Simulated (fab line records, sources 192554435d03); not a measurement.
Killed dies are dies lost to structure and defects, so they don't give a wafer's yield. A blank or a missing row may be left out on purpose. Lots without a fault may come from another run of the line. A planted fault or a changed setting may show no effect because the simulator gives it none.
Which tool did it? | flow n5_finfet | 11 lots, 33 wafers sampled, at 3 steps of a route of 1938

WHAT THE GAUGES READ, wafer by wafer
N5_BEOL_M15_THK_MEAS_01. Usual: M15_ILD_THK 1631 nm, standard deviation 21.
lot  | measured     | on            | M15_ILD_THK (nm) | flag
L744 | day 11 06:28 | film_metro-02 | 1589 1624 1599   |
L748 | day 12 14:09 | film_metro-02 | 1647 1645 1641   |
L750 | day 13 01:56 | film_metro-02 | 1604 1604 1622   |
L752 | day 13 02:07 | film_metro-01 | 1640 1671 1649   |
L754 | day 13 10:45 | film_metro-01 | 1628 1663 1648   |
L753 | day 13 19:38 | film_metro-02 | 1643 1653 1665   |
L755 | day 14 00:22 | film_metro-01 | 1608 1605 1642   |
L756 | day 14 21:16 | film_metro-02 | 1618 1594 1626   |
L758 | day 15 10:13 | film_metro-01 | 1641 1640 1664   |
L764 | day 16 16:01 | film_metro-01 | 1577 1609 1627   |
L767 | day 18 02:04 | film_metro-02 | 1635 1638 1645   |

N5_BEOL_M15_OVL_MEAS_11. Usual: V14_OVL 3 nm, standard deviation 4.9.
lot  | measured     | on         | V14_OVL (nm) | flag
L744 | day 11 06:48 | overlay-02 | 12 2 4       |
L748 | day 12 14:29 | overlay-02 | 2 6 5        |
L750 | day 13 02:25 | overlay-01 | 3 0 6        |
L752 | day 13 02:35 | overlay-02 | 2 2 7        |
L754 | day 13 11:05 | overlay-02 | 8 15 13      |
L753 | day 13 20:08 | overlay-01 | 6 0 1        |
L755 | day 14 00:50 | overlay-01 | 4 5 -1       |
L756 | day 14 21:36 | overlay-01 | 6 7 7        |
L758 | day 15 10:41 | overlay-01 | -4 4 -3      |
L764 | day 16 16:28 | overlay-02 | -1 -1 1      |
L767 | day 18 02:32 | overlay-02 | -1 3 5       |

N5_BEOL_M15_OVL_MEAS_29. Usual: M15_OVL 1 nm, standard deviation 4.2.
lot  | measured     | on         | M15_OVL (nm) | flag
L744 | day 11 08:17 | overlay-02 | -1 4 -1      |
L748 | day 12 15:56 | overlay-02 | 2 3 -3       |
L750 | day 13 04:00 | overlay-02 | -1 -2 -5     |
L752 | day 13 04:22 | overlay-02 | 5 -2 0       |
L754 | day 13 12:41 | overlay-01 | -11 -12 -7   |
L753 | day 13 21:43 | overlay-01 | 3 -1 -5      |
L755 | day 14 02:38 | overlay-01 | 0 2 1        |
L756 | day 14 23:11 | overlay-02 | -1 5 0       |
L758 | day 15 12:20 | overlay-01 | 2 -3 5       |
L764 | day 16 18:05 | overlay-01 | 2 3 3        |
L767 | day 18 04:01 | overlay-02 | 3 2 3        |

WHICH TOOL RAN EACH LOT (tool, then ch and the chambers of the sampled wafers, then the start)
The record holds no process step before these readings.

WHAT THE TOOLS THEMSELVES READ (means of the sampled wafers that have a number; where no wafer has one, the mark that the record gives instead)
The record holds no such reading with a usual standard deviation.

THE ANSWER, worked out from the rows above alone
Rule: a lot is off if the mean of its wafers that have a number lies more than 3 standard deviations from the usual mean. A lot without any number at a reading at which 4 lots or more have one is off too. The other lots that the step has rows for count as sound. The gauges are gone through in route order, then the tools' own readings, and for those a lot's mean is taken as printed above. The first step at which some lot is off is used, and at that step the reading that is off furthest; a lot without a number counts as furthest.
No lot is off at any reading shown: from this, nothing can be told.

WHAT THE SIMULATOR HAD PUT IN
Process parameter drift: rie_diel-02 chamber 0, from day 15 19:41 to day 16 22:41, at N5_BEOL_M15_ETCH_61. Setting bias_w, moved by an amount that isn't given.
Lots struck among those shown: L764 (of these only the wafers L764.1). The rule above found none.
